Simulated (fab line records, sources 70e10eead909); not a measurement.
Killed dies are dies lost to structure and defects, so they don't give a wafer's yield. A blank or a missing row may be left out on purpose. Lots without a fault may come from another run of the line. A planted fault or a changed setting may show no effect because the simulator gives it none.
Which tool did it? | flow nand_harc | 24 lots, 72 wafers sampled, at 2 steps of a route of 1159

WHAT THE GAUGES READ, wafer by wafer
NHARC_P_CONTACT_INSPECT_27. Usual: raw_defect_count 298, standard deviation 120.
lot  | measured     | on                | raw_defect_count | flag
L075 | day 6 05:38  | defect_inspect-01 | 115 167 102      |
L074 | day 6 06:11  | defect_inspect-02 | 255 224 516      |
L076 | day 6 07:02  | defect_inspect-02 | 186 156 275      |
L077 | day 6 13:27  | defect_inspect-02 | 205 333 369      |
L078 | day 7 01:17  | defect_inspect-01 | 242 248 312      |
L079 | day 7 06:53  | defect_inspect-01 | 263 218 544      |
L080 | day 7 09:37  | defect_inspect-01 | 252 249 324      |
L081 | day 7 12:12  | defect_inspect-02 | 194 462 730      |
L082 | day 7 18:28  | defect_inspect-02 | 311 346 200      |
L083 | day 8 07:15  | defect_inspect-01 | 355 294 474      |
L084 | day 8 07:19  | defect_inspect-02 | 326 196 326      |
L088 | day 9 01:33  | defect_inspect-02 | 207 285 204      |
L087 | day 9 04:56  | defect_inspect-01 | 210 161 203      |
L085 | day 9 05:26  | defect_inspect-01 | 224 371 299      |
L086 | day 9 19:01  | defect_inspect-01 | 176 432 362      |
L090 | day 9 20:16  | defect_inspect-01 | 359 179 200      |
L089 | day 9 20:47  | defect_inspect-02 | 342 244 295      |
L091 | day 10 04:45 | defect_inspect-01 | 179 179 436      |
L094 | day 10 11:21 | defect_inspect-02 | 245 338 602      |
L092 | day 10 11:52 | defect_inspect-01 | 412 548 233      |
L093 | day 10 13:52 | defect_inspect-01 | 652 370 324      |
L095 | day 11 03:01 | defect_inspect-01 | 219 211 316      |
L097 | day 11 06:35 | defect_inspect-02 | 315 342 300      |
L096 | day 11 11:28 | defect_inspect-02 | 248 319 472      |

WHICH TOOL RAN EACH LOT (tool, then ch and the chambers of the sampled wafers, then the start)
lot  | NHARC_P_GATE_RTA_80
L075 | rtp_anneal-02 ch 0, day 5 20:28
L074 | rtp_anneal-02 ch 0, day 5 21:03
L076 | rtp_anneal-02 ch 0, day 5 21:13
L077 | rtp_anneal-02 ch 0, day 6 03:22
L078 | rtp_anneal-01 ch 0, day 6 16:11
L079 | rtp_anneal-01 ch 0, day 7 01:23
L080 | rtp_anneal-02 ch 0, day 7 03:59
L081 | rtp_anneal-01 ch 0, day 7 06:37
L082 | rtp_anneal-01 ch 0, day 7 12:43
L083 | rtp_anneal-01 ch 0, day 7 17:44
L084 | rtp_anneal-02 ch 0, day 7 18:29
L088 | rtp_anneal-01 ch 0, day 8 18:04
L087 | rtp_anneal-01 ch 0, day 8 19:21
L085 | rtp_anneal-02 ch 0, day 8 20:41
L086 | rtp_anneal-02 ch 0, day 9 01:37
L090 | rtp_anneal-02 ch 0, day 9 07:53
L089 | rtp_anneal-02 ch 0, day 9 09:55
L091 | rtp_anneal-01 ch 0, day 9 17:43
L094 | rtp_anneal-02 ch 0, day 10 03:51
L092 | rtp_anneal-02 ch 0, day 10 04:42
L093 | rtp_anneal-02 ch 0, day 10 08:20
L095 | rtp_anneal-02 ch 0, day 10 17:52
L097 | rtp_anneal-02 ch 0, day 10 21:34
L096 | rtp_anneal-01 ch 0, day 10 23:36
- NHARC_P_GATE_RTA_80: time 30 s.

WHAT THE TOOLS THEMSELVES READ (means of the sampled wafers that have a number; where no wafer has one, the mark that the record gives instead)
NHARC_P_GATE_RTA_80. Usual: anneal_temp_c_max 301.3, standard deviation 0.33; wafer_temp_C_max 301.06, standard deviation 0.29.
lot  | tool          | anneal_temp_c_max | wafer_temp_C_max | flag
L075 | rtp_anneal-02 | 301.2             | 300.87           |
L074 | rtp_anneal-02 | 301.0             | 300.76           |
L076 | rtp_anneal-02 | 301.3             | 301.60           |
L077 | rtp_anneal-02 | 301.1             | 301.08           |
L078 | rtp_anneal-01 | 301.9             | 301.36           |
L079 | rtp_anneal-01 | 301.2             | 301.28           |
L080 | rtp_anneal-02 | 300.9             | 300.94           |
L081 | rtp_anneal-01 | 301.4             | 301.11           |
L082 | rtp_anneal-01 | 301.6             | 301.15           |
L083 | rtp_anneal-01 | 301.8             | 300.92           |
L084 | rtp_anneal-02 | 301.1             | 300.81           |
L088 | rtp_anneal-01 | 301.7             | 301.39           |
L087 | rtp_anneal-01 | 301.2             | 301.43           |
L085 | rtp_anneal-02 | 301.0             | 301.38           |
L086 | rtp_anneal-02 | 301.2             | 301.14           |
L090 | rtp_anneal-02 | 301.1             | 300.99           |
L089 | rtp_anneal-02 | 301.2             | 300.83           |
L091 | rtp_anneal-01 | 301.4             | 301.06           |
L094 | rtp_anneal-02 | 301.3             | 301.01           |
L092 | rtp_anneal-02 | 300.8             | 300.69           |
L093 | rtp_anneal-02 | 301.3             | 301.08           |
L095 | rtp_anneal-02 | 301.3             | 300.76           |
L097 | rtp_anneal-02 | 300.9             | 300.86           |
L096 | rtp_anneal-01 | 301.3             | 300.96           |

THE ANSWER, worked out from the rows above alone
Rule: a lot is off if the mean of its wafers that have a number lies more than 3 standard deviations from the usual mean. A lot without any number at a reading at which 4 lots or more have one is off too. The other lots that the step has rows for count as sound. The gauges are gone through in route order, then the tools' own readings, and for those a lot's mean is taken as printed above. The first step at which some lot is off is used, and at that step the reading that is off furthest; a lot without a number counts as furthest.
No lot is off at any reading shown: from this, nothing can be told.

WHAT THE SIMULATOR HAD PUT IN
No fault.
